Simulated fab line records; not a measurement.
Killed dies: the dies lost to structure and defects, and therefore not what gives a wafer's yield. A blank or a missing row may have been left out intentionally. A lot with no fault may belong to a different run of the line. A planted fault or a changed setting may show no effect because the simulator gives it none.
fab line records + flow n5_finfet
[record]
- lots = 9
- wafers = 27
- last_day = 17
route steps=1938 shown BEOL_M3@945 BEOL_M4@1111
lots that met no fault: taken from a fault-free run of the same line
start_h: hours from the record's opening day to when the first of the lot's shown wafers began + wait_h: how many hours have passed since the lot's step before this one + " the same as in the row above + L1.1+2: a single row standing in for several wafers + - either no value or no given start + * or withheld: withheld + < > ~ a bound
route shown NAME@n: names a module that has steps shown in the file, with the first one's number in the route + usual: mean and standard deviation over wafers with no fault + same: alike in all rows + chamber/n: place in a boat + sites: readings site by site + _std_site: how widely they spread, as a standard deviation + _edge_site: outer sites' mean less inner sites' + radius_mm: for every site, how far away it sits from the centre of the wafer + mask NAME#n: copy n + behind: the last tool/chamber to shape the wafer + hold: reason for holding the lot/hours on hold/outcome of the hold + device: transistor that didn't switch, given as n, p or np + end of line: at the end of the route, the tests of the same wafers + step lacking rows: just its recipe + killed: at the first sort, the dies lost to defects and structure; wafer yield is something else + map: a wafer's dies, marking killed ones x, the rest . and places with no die _
set.NAME: setting as actually run; set.NAME@STEP: the setting as run at that earlier step + model.NAME: the simulator's own value behind a step, which no gauge read
one table for each step of the route and one row for each wafer, over a sample of lots
services: when a tool's chamber went out of use (start_h, in hours from the record's first day, below 0 if earlier), for how many hours, and the reason
[[steps]]
[step N5_BEOL_M3_OVL_MEAS_12]
[recipe]
- points_per_wafer = 522
[usual]
- M3_OVL = -0.2/0.7
| lot.wafer | tool       | chamber | start_h | wait_h | M3_OVL[nm] |
|-----------|------------|---------|---------|--------|------------|
| L439.1    | overlay-02 | 0       | 144.52  | 0.0    | -0.8       |
| L439.2    | "          | 0       | "       | "      | 0.0        |
| L439.3    | "          | 0       | "       | "      | -0.1       |
| L442.1    | overlay-02 | 0       | 164.92  | 0.0    | -0.4       |
| L442.5    | "          | 0       | "       | "      | -0.7       |
| L442.6    | "          | 0       | "       | "      | -0.2       |
| L443.1    | overlay-01 | 0       | 165.10  | 0.0    | -0.6       |
| L443.2    | "          | 0       | "       | "      | -1.0       |
| L443.3    | "          | 0       | "       | "      | -0.2       |
| L444.1    | overlay-01 | 0       | 177.58  | 0.0    | -0.3       |
| L444.2    | "          | 0       | "       | "      | -0.4       |
| L444.3    | "          | 0       | "       | "      | -0.1       |
| L450.3    | overlay-01 | 0       | 216.32  | 0.0    | 0.8        |
| L450.4    | "          | 0       | "       | "      | -0.2       |
| L450.5    | "          | 0       | "       | "      | 1.4        |
| L451.2    | overlay-01 | 0       | 218.82  | 0.1    | -0.4       |
| L451.5    | "          | 0       | "       | "      | -0.3       |
| L451.6    | "          | 0       | "       | "      | -0.6       |
| L454.1    | overlay-01 | 0       | 234.36  | 0.0    | 0.7        |
| L454.3    | "          | 0       | "       | "      | -0.3       |
| L454.6    | "          | 0       | "       | "      | -0.5       |
| L458.1    | overlay-01 | 0       | 261.65  | 0.0    | -0.1       |
| L458.2    | "          | 0       | "       | "      | -0.9       |
| L458.4    | "          | 0       | "       | "      | -0.8       |
| L460.1    | overlay-02 | 0       | 273.40  | 0.0    | 1.1        |
| L460.4    | "          | 0       | "       | "      | 1.2        |
| L460.6    | "          | 0       | "       | "      | 1.2        |
[step N5_BEOL_M3_DESCUM_16]
[recipe]
- chemistry = O2
- time_s = 7
- source_power_w = 50
- bias_power_w = 20
- pressure_mtorr = 20
- rf_frequency_hz = 2.712e+07
- temp_c = 40
- resist = CAR-EUV
- o2_flow_sccm = 225
[usual]
- drypump_motor_current_A = 5.6/0.48
- oes_product_au = 0.78/0.091
- rf_vpp_V = 243.4/1.5
- showerhead_plenum_p_Torr = 2.10/0.069
- throttle_valve_pct = 20.42/0.26
| lot.wafer | tool        | chamber | start_h | wait_h | drypump_motor_current_A | oes_product_au | rf_hours_counter_h | rf_vpp_V | showerhead_plenum_p_Torr | throttle_valve_pct |
|-----------|-------------|---------|---------|--------|-------------------------|----------------|--------------------|----------|--------------------------|--------------------|
| L439.1    | rie_diel-02 | 1       | 144.63  | 0.1    | 5.4                     | 0.90           | 23                 | 245.2    | 2.15                     | 20.22              |
| L439.2    | "           | 0       | "       | "      | 5.9                     | 0.95           | 18                 | 245.7    | 2.22                     | 19.86              |
| L439.3    | "           | 2       | "       | "      | 5.2                     | 0.78           | 152                | 244.4    | 2.10                     | 20.58              |
| L442.1    | rie_diel-02 | 1       | 165.24  | 0.3    | 5.4                     | 0.89           | 30                 | 243.8    | 2.14                     | 20.24              |
| L442.5    | "           | 3       | "       | "      | 5.8                     | 0.74           | -                  | 245.4    | 2.18                     | 20.45              |
| L442.6    | "           | 0       | "       | "      | 5.9                     | 0.94           | -                  | 246.4    | 2.22                     | 19.86              |
| L443.1    | rie_diel-02 | 3       | 165.51  | 0.3    | 5.8                     | 0.75           | 169                | 244.8    | 2.18                     | 20.46              |
| L443.2    | "           | 0       | "       | "      | 5.9                     | 0.94           | 25                 | 246.2    | 2.22                     | 19.87              |
| L443.3    | "           | 1       | "       | "      | 5.4                     | 0.90           | 30                 | 243.1    | 2.14                     | 20.24              |
| L444.1    | rie_diel-05 | 3       | 177.68  | 0.0    | 5.5                     | 0.75           | 164                | 241.3    | 2.00                     | 20.56              |
| L444.2    | "           | 1       | "       | "      | 5.0                     | 0.72           | 204                | 245.4    | 2.15                     | 20.25              |
| L444.3    | "           | 2       | "       | "      | 6.4                     | 0.69           | 216                | 242.8    | 1.99                     | 20.80              |
| L450.3    | rie_diel-03 | 1       | 216.40  | 0.0    | 5.4                     | 0.80           | 116                | 242.3    | 2.10                     | 20.25              |
| L450.4    | "           | 0       | "       | "      | 5.5                     | 0.80           | 107                | 243.5    | 2.12                     | 20.41              |
| L450.5    | "           | 0       | "       | "      | 5.5                     | 0.79           | -                  | 243.5    | 2.12                     | 20.39              |
| L451.2    | rie_diel-05 | 1       | 219.07  | 0.2    | 5.0                     | 0.70           | 218                | 244.1    | 2.15                     | 20.27              |
| L451.5    | "           | 3       | "       | "      | 5.5                     | 0.73           | -                  | 241.7    | 2.00                     | 20.59              |
| L451.6    | "           | 0       | "       | "      | 6.4                     | 0.66           | -                  | 242.0    | 2.06                     | 20.79              |
| L454.1    | rie_diel-05 | 0       | 234.53  | 0.1    | 6.4                     | 0.67           | 248                | 242.4    | 2.06                     | 20.81              |
| L454.3    | "           | 1       | "       | "      | 5.0                     | 0.71           | 224                | 242.6    | 2.15                     | 20.29              |
| L454.6    | "           | 1       | "       | "      | 5.0                     | 0.70           | -                  | 242.9    | 2.15                     | 20.29              |
| L458.1    | rie_diel-03 | 3       | 262.20  | 0.5    | 5.3                     | 0.68           | 223                | 242.6    | 2.06                     | 20.42              |
| L458.2    | "           | 1       | "       | "      | 5.4                     | 0.78           | 132                | 245.2    | 2.09                     | 20.29              |
| L458.4    | "           | 0       | "       | "      | 5.5                     | 0.77           | 124                | 244.4    | 2.11                     | 20.44              |
| L460.1    | rie_diel-02 | 0       | 273.49  | 0.0    | 5.9                     | 0.88           | 51                 | 246.1    | 2.21                     | 19.91              |
| L460.4    | "           | 1       | "       | "      | 5.4                     | 0.86           | 55                 | 244.2    | 2.14                     | 20.27              |
| L460.6    | "           | 2       | "       | "      | 5.2                     | 0.75           | -                  | 242.4    | 2.09                     | 20.63              |
[step N5_BEOL_M3_EXPOSE_25]
[recipe]
- mask_id = V2
- na = 0.33
- source_shape = quasar
- sigma_inner = 0.2
- sigma_outer = 0.8
- polarization = unpolarized
- defocus_nm = 5
- dose_mj = 63
[usual]
- exposure_dose_mJ_cm2 = 63.02/0.058
[same]
- sigma_inner = 0.2
| lot.wafer | tool           | chamber | start_h | wait_h | mask | exposure_dose_mJ_cm2 |
|-----------|----------------|---------|---------|--------|------|----------------------|
| L439.1    | euv_scanner-01 | 0       | 145.26  | -      | V2#0 | 63.05                |
| L439.2    | "              | 0       | "       | "      | V2#0 | 63.07                |
| L439.3    | "              | 0       | "       | "      | V2#0 | 63.04                |
| L442.1    | euv_scanner-01 | 0       | 165.98  | -      | V2#0 | 63.08                |
| L442.5    | "              | 0       | "       | "      | V2#0 | 63.07                |
| L442.6    | "              | 0       | "       | "      | V2#0 | 63.06                |
| L443.1    | euv_scanner-02 | 0       | 166.25  | -      | V2#0 | 63.02                |
| L443.2    | "              | 0       | "       | "      | V2#0 | 63.03                |
| L443.3    | "              | 0       | "       | "      | V2#0 | 63.08                |
| L444.1    | euv_scanner-02 | 0       | 178.28  | -      | V2#0 | 63.03                |
| L444.2    | "              | 0       | "       | "      | V2#0 | 63.11                |
| L444.3    | "              | 0       | "       | "      | V2#0 | 63.01                |
| L450.3    | euv_scanner-01 | 0       | 217.21  | -      | V2#0 | 66.34                |
| L450.4    | "              | 0       | "       | "      | V2#0 | 66.39                |
| L450.5    | "              | 0       | "       | "      | V2#0 | 66.35                |
| L451.2    | euv_scanner-01 | 0       | 219.68  | -      | V2#0 | 65.79                |
| L451.5    | "              | 0       | "       | "      | V2#0 | 65.81                |
| L451.6    | "              | 0       | "       | "      | V2#0 | 65.88                |
| L454.1    | euv_scanner-02 | 0       | 235.27  | -      | V2#0 | 62.96                |
| L454.3    | "              | 0       | "       | "      | V2#0 | 63.02                |
| L454.6    | "              | 0       | "       | "      | V2#0 | 63.02                |
| L458.1    | euv_scanner-02 | 0       | 263.16  | -      | V2#0 | 63.05                |
| L458.2    | "              | 0       | "       | "      | V2#0 | 62.94                |
| L458.4    | "              | 0       | "       | "      | V2#0 | 63.00                |
| L460.1    | euv_scanner-02 | 0       | 274.24  | -      | V2#0 | 63.05                |
| L460.4    | "              | 0       | "       | "      | V2#0 | 63.13                |
| L460.6    | "              | 0       | "       | "      | V2#0 | 63.07                |
[step N5_BEOL_M3_CD_MEAS_28]
[recipe]
- target_cd_nm = 25.7
- landing_energy_ev = 500
- detector = se_inlens
- target_cd_y_nm = 23.3
- polarity = opening
[usual]
- cd_nm = 25.74/0.25
| lot.wafer | tool      | chamber | start_h | wait_h | cd_nm |
|-----------|-----------|---------|---------|--------|-------|
| L439.1    | cd_sem-02 | 0       | 145.40  | -      | 25.97 |
| L439.2    | "         | 0       | "       | "      | 26.01 |
| L439.3    | "         | 0       | "       | "      | 25.57 |
| L442.1    | cd_sem-02 | 0       | 166.12  | -      | 25.65 |
| L442.5    | "         | 0       | "       | "      | 25.31 |
| L442.6    | "         | 0       | "       | "      | 25.22 |
| L443.1    | cd_sem-02 | 0       | 166.40  | -      | 25.91 |
| L443.2    | "         | 0       | "       | "      | 25.79 |
| L443.3    | "         | 0       | "       | "      | 25.81 |
| L444.1    | cd_sem-03 | 0       | 178.42  | -      | 25.76 |
| L444.2    | "         | 0       | "       | "      | 25.81 |
| L444.3    | "         | 0       | "       | "      | 26.06 |
| L450.3    | cd_sem-03 | 0       | 217.34  | -      | 27.00 |
| L450.4    | "         | 0       | "       | "      | 26.16 |
| L450.5    | "         | 0       | "       | "      | 26.90 |
| L451.2    | cd_sem-01 | 0       | 219.82  | -      | 26.50 |
| L451.5    | "         | 0       | "       | "      | 26.29 |
| L451.6    | "         | 0       | "       | "      | 26.42 |
| L454.1    | cd_sem-01 | 0       | 235.42  | -      | 26.08 |
| L454.3    | "         | 0       | "       | "      | 26.00 |
| L454.6    | "         | 0       | "       | "      | 25.72 |
| L458.1    | cd_sem-02 | 0       | 263.31  | -      | 25.68 |
| L458.2    | "         | 0       | "       | "      | 25.91 |
| L458.4    | "         | 0       | "       | "      | 25.12 |
| L460.1    | cd_sem-03 | 0       | 274.39  | -      | 25.76 |
| L460.4    | "         | 0       | "       | "      | 25.77 |
| L460.6    | "         | 0       | "       | "      | 25.94 |
[step N5_BEOL_M3_ETCHBACK_99]
[recipe]
- chemistry = CHF3
- target = SiO2
- target_depth_a = 50
- time_s = 10.4
- source_w = 215
- bias_w = 47
- Ar_flow_sccm = 200
- CHF3_flow_sccm = 12
- ion_energy_ev = 100
- pressure_mtorr = 30
[usual]
- drypump_motor_current_A = 5.5/0.43
- oes_product_au = 0.78/0.086
- rf_vpp_V = 240/3.9
- showerhead_plenum_p_Torr = 2.17/0.064
- throttle_valve_pct = 17.03/0.24
| lot.wafer | tool        | chamber | start_h | wait_h | drypump_motor_current_A | oes_product_au | rf_hours_counter_h | rf_vpp_V | showerhead_plenum_p_Torr | throttle_valve_pct |
|-----------|-------------|---------|---------|--------|-------------------------|----------------|--------------------|----------|--------------------------|--------------------|
| L439.1    | rie_diel-03 | 3       | 153.14  | 7.4    | 5.4                     | 0.71           | 186                | 241      | 2.15                     | 17.12              |
| L439.2    | "           | 0       | "       | "      | 5.5                     | 0.83           | 88                 | 236      | 2.16                     | 16.87              |
| L439.3    | "           | 0       | "       | "      | 5.5                     | 0.82           | -                  | 236      | 2.16                     | 16.88              |
| L442.1    | rie_diel-02 | 3       | 167.01  | 0.3    | 5.8                     | 0.75           | 170                | 246      | 2.24                     | 17.11              |
| L442.5    | "           | 0       | "       | "      | 5.9                     | 0.92           | -                  | 244      | 2.28                     | 16.55              |
| L442.6    | "           | 3       | "       | "      | 5.9                     | 0.74           | -                  | 246      | 2.24                     | 17.12              |
| L443.1    | rie_diel-03 | 3       | 167.22  | 0.1    | 5.3                     | 0.71           | 191                | 240      | 2.15                     | 17.15              |
| L443.2    | "           | 0       | "       | "      | 5.5                     | 0.82           | 93                 | 237      | 2.16                     | 16.89              |
| L443.3    | "           | 2       | "       | "      | 4.8                     | 0.98           | 3                  | 238      | 2.21                     | 16.93              |
| L444.1    | rie_diel-05 | 2       | 178.80  | 0.1    | 6.3                     | 0.70           | 216                | 243      | 2.04                     | 17.36              |
| L444.2    | "           | 0       | "       | "      | 6.4                     | 0.69           | 232                | 242      | 2.13                     | 17.47              |
| L444.3    | "           | 3       | "       | "      | 5.5                     | 0.75           | 164                | 235      | 2.07                     | 17.22              |
| L450.3    | rie_diel-02 | 2       | 221.84  | 4.2    | 5.1                     | 0.77           | 174                | 234      | 2.14                     | 17.16              |
| L450.4    | "           | 3       | "       | "      | 5.8                     | 0.73           | 186                | 246      | 2.23                     | 17.14              |
| L450.5    | "           | 2       | "       | "      | 5.2                     | 0.76           | -                  | 234      | 2.14                     | 17.16              |
| L451.2    | rie_diel-05 | 3       | 222.35  | 2.2    | 5.5                     | 0.74           | 177                | 234      | 2.06                     | 17.26              |
| L451.5    | "           | 0       | "       | "      | 6.4                     | 0.68           | -                  | 241      | 2.12                     | 17.48              |
| L451.6    | "           | 3       | "       | "      | 5.5                     | 0.74           | -                  | 235      | 2.06                     | 17.25              |
| L454.1    | rie_diel-02 | 1       | 235.84  | 0.1    | 5.4                     | 0.85           | 52                 | 243      | 2.18                     | 16.77              |
| L454.3    | "           | 2       | "       | "      | 5.2                     | 0.75           | 179                | 235      | 2.13                     | 17.18              |
| L454.6    | "           | 1       | "       | "      | 5.4                     | 0.84           | -                  | 243      | 2.18                     | 16.75              |
| L458.1    | rie_diel-03 | 1       | 266.72  | 2.8    | 5.4                     | 0.78           | 133                | 237      | 2.17                     | 17.02              |
| L458.2    | "           | 2       | "       | "      | 4.9                     | 0.91           | 29                 | 238      | 2.20                     | 16.98              |
| L458.4    | "           | 3       | "       | "      | 5.3                     | 0.68           | 225                | 238      | 2.14                     | 17.19              |
| L460.1    | rie_diel-02 | 2       | 280.32  | 4.8    | 5.2                     | 0.75           | 184                | 235      | 2.13                     | 17.18              |
| L460.4    | "           | 1       | "       | "      | 5.4                     | 0.84           | 57                 | 243      | 2.17                     | 16.77              |
| L460.6    | "           | 2       | "       | "      | 5.2                     | 0.76           | -                  | 235      | 2.13                     | 17.16              |
[step N5_BEOL_M4_RC_MEAS_101]
[usual]
- DIBL_N = 36.4/1.5
- DIBL_P = 36.6/1.9
- IOFF_N = 0.155/0.021
- IOFF_P = 0.211/0.028
- ION_N = 671/8.6
- ION_P = 462/5.8
- SS_N = 71.5/0.5
- SS_P = 73.4/0.58
- VT_N = 250.1/2.4
- VT_P = -250.1/3
| lot.wafer | tool      | chamber | start_h | wait_h | DIBL_N[mV/V] | DIBL_P[mV/V] | IOFF_N[nA/um] | IOFF_P[nA/um] | ION_N[uA/um] | ION_P[uA/um] | SS_N[mV/dec] | SS_P[mV/dec] | VT_N[mV] | VT_P[mV] |
|-----------|-----------|---------|---------|--------|--------------|--------------|---------------|---------------|--------------|--------------|--------------|--------------|----------|----------|
| L439.1    | prober-02 | 0       | 167.86  | 0.0    | 35.7         | 35.0         | 0.134         | 0.193         | 674          | 457          | 71.2         | 72.5         | 250.6    | -250.8   |
| L439.2    | "         | 0       | "       | "      | 35.3         | 35.4         | 0.138         | 0.200         | 667          | 464          | 71.4         | 72.0         | 248.9    | -251.9   |
| L439.3    | "         | 0       | "       | "      | 35.8         | 34.5         | 0.142         | 0.189         | 685          | 461          | 71.5         | 72.8         | 250.2    | -252.8   |
| L442.1    | prober-01 | 0       | 186.47  | 0.0    | 37.2         | 39.2         | 0.161         | 0.217         | 673          | 462          | 71.3         | 73.6         | 252.4    | -251.4   |
| L442.5    | "         | 0       | "       | "      | 38.2         | 39.4         | 0.176         | 0.220         | 674          | 460          | 72.0         | 73.9         | 250.6    | -250.6   |
| L442.6    | "         | 0       | "       | "      | 34.9         | 36.1         | 0.127         | 0.173         | 660          | 453          | 71.1         | 72.8         | 256.3    | -252.3   |
| L443.1    | prober-02 | 0       | 186.99  | 0.0    | 35.9         | 35.7         | 0.146         | 0.173         | 668          | 450          | 71.1         | 73.6         | 250.3    | -254.6   |
| L443.2    | "         | 0       | "       | "      | 34.8         | 34.6         | 0.130         | 0.158         | 665          | 448          | 70.9         | 73.4         | 251.9    | -256.9   |
| L443.3    | "         | 0       | "       | "      | 36.2         | 35.7         | 0.145         | 0.171         | 664          | 456          | 70.9         | 73.4         | 248.6    | -255.1   |
| L444.1    | prober-01 | 0       | 190.62  | 0.0    | 34.9         | 34.8         | 0.137         | 0.224         | 657          | 464          | 70.6         | 72.8         | 254.1    | -246.3   |
| L444.2    | "         | 0       | "       | "      | 34.0         | 33.9         | 0.129         | 0.204         | 661          | 463          | 70.9         | 72.6         | 256.0    | -251.0   |
| L444.3    | "         | 0       | "       | "      | 33.9         | 33.5         | 0.126         | 0.202         | 660          | 466          | 71.0         | 72.7         | 249.6    | -251.1   |
| L451.2    | prober-01 | 0       | 236.81  | 0.2    | 34.5         | 32.8         | 0.128         | 0.193         | 666          | 461          | 70.5         | 73.8         | 250.2    | -249.4   |
| L451.5    | "         | 0       | "       | "      | 38.3         | 37.4         | 0.196         | 0.279         | 681          | 475          | 71.3         | 73.9         | 242.4    | -240.7   |
| L451.6    | "         | 0       | "       | "      | 37.3         | 35.7         | 0.183         | 0.255         | 686          | 479          | 72.2         | 73.6         | 245.2    | -242.6   |
| L450.3    | prober-02 | 0       | 237.28  | 0.3    | 38.7         | 38.5         | 0.179         | 0.225         | 667          | 459          | 71.6         | 74.1         | 249.6    | -251.0   |
| L450.4    | "         | 0       | "       | "      | 37.9         | 37.2         | 0.162         | 0.197         | 675          | 458          | 72.3         | 73.1         | 250.2    | -252.6   |
| L450.5    | "         | 0       | "       | "      | 35.8         | 34.8         | 0.128         | 0.170         | 660          | 449          | 71.3         | 73.0         | 255.4    | -253.6   |
| L454.1    | prober-02 | 0       | 253.13  | 0.0    | 36.7         | 36.3         | 0.153         | 0.211         | 667          | 461          | 71.8         | 73.5         | 250.2    | -251.3   |
| L454.3    | "         | 0       | "       | "      | 37.1         | 36.5         | 0.157         | 0.212         | 678          | 467          | 71.4         | 73.0         | 248.7    | -250.3   |
| L454.6    | "         | 0       | "       | "      | 37.5         | 38.4         | 0.169         | 0.252         | 690          | 474          | 71.5         | 74.4         | 245.7    | -248.6   |
| L458.1    | prober-01 | 0       | 280.43  | 0.0    | 36.9         | 37.3         | 0.160         | 0.221         | 665          | 459          | 71.8         | 73.4         | 252.5    | -247.9   |
| L458.2    | "         | 0       | "       | "      | 37.9         | 38.5         | 0.186         | 0.218         | 686          | 461          | 71.9         | 73.7         | 247.3    | -250.5   |
| L458.4    | "         | 0       | "       | "      | 37.3         | 37.8         | 0.171         | 0.209         | 677          | 460          | 71.3         | 73.5         | 247.6    | -250.5   |
| L460.1    | prober-01 | 0       | 303.81  | 0.0    | 39.8         | 41.7         | 0.233         | 0.282         | 702          | 480          | 72.2         | 74.6         | 243.9    | -246.3   |
| L460.4    | "         | 0       | "       | "      | 39.0         | 41.0         | 0.208         | 0.272         | 686          | 467          | 72.0         | 74.7         | 247.7    | -247.1   |
| L460.6    | "         | 0       | "       | "      | 38.5         | 39.3         | 0.171         | 0.232         | 672          | 463          | 71.9         | 73.8         | 251.6    | -249.3   |
[[services]]
| tool           | chamber | start_h | hours | kind                          |
|----------------|---------|---------|-------|-------------------------------|
| rie_diel-03    | -       | 130.92  | 0.7   | repair                        |
| rie_diel-02    | -       | 140.34  | 0.4   | repair                        |
| rie_diel-03    | 2       | 145.58  | -     | clean                         |
| rie_diel-03    | 2       | 145.58  | -     | consumable_replace:focus_ring |
| rie_diel-03    | 2       | 145.58  | 13.5  | scheduled_down                |
| rie_diel-03    | 2       | 145.58  | 13.5  | vent_cycle                    |
| rie_diel-03    | 1       | 149.89  | 4.6   | repair                        |
| euv_scanner-02 | -       | 156.81  | 1.0   | pm                            |
| euv_scanner-01 | -       | 163.74  | 1.0   | pm                            |
| euv_scanner-01 | -       | 187.82  | 0.5   | repair                        |
| euv_scanner-02 | 0       | 202.00  | -     | calibration                   |
| euv_scanner-02 | -       | 212.96  | 1.0   | pm                            |
| rie_diel-05    | 0       | 215.24  | 3.8   | repair                        |
| euv_scanner-01 | -       | 219.89  | 1.0   | pm                            |
| rie_diel-05    | 0       | 241.21  | -     | clean                         |
| rie_diel-05    | 0       | 241.21  | -     | consumable_replace:focus_ring |
| rie_diel-05    | 0       | 241.21  | 16.2  | scheduled_down                |
| rie_diel-05    | 0       | 241.21  | 16.2  | vent_cycle                    |
| rie_diel-02    | -       | 243.38  | 28.1  | pm                            |
| rie_diel-05    | -       | 253.86  | 0.2   | repair                        |
| euv_scanner-01 | -       | 260.61  | 12.0  | pm                            |
| euv_scanner-02 | -       | 272.61  | 1.0   | pm                            |
| euv_scanner-01 | -       | 276.04  | 1.0   | pm                            |
| euv_scanner-02 | -       | 278.69  | 4.6   | pm                            |
[[key]]
[first_sign]
- step = N5_BEOL_M3_EXPOSE_25
- reading = exposure_dose_mJ_cm2
- direction = up
- sigmas = 53
- usual = 63.02
- struck = 66.09
[effect]
- step = N5_BEOL_M3_CD_MEAS_28
- reading = cd_nm
- direction = up
- sigmas = 3.3
- usual = 25.74
- struck = 26.55
- through = control_loop
met_at N5_BEOL_M3_EXPOSE_25
struck_lots L450,L451
[loop_trim]
- step = N5_BEOL_M3_EXPOSE_25
- setting = dose
- lots = L451
not_acting_at N5_BEOL_M3_OVL_MEAS_12,N5_BEOL_M3_DESCUM_16,N5_BEOL_M3_ETCHBACK_99
onset_between 165.98 217.21
[fault]
- kind = process_parameter_drift
- tool = euv_scanner-01
- chamber = -
- onset_h = 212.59
- steps = N5_BEOL_M3_EXPOSE_25
- channel = dose_mj
- offset = 3.3994
- shape = step
- acts_in = these_recipes_only
- stated = 63
// loop_trim: a control loop set the setting to another value than it would have without faults
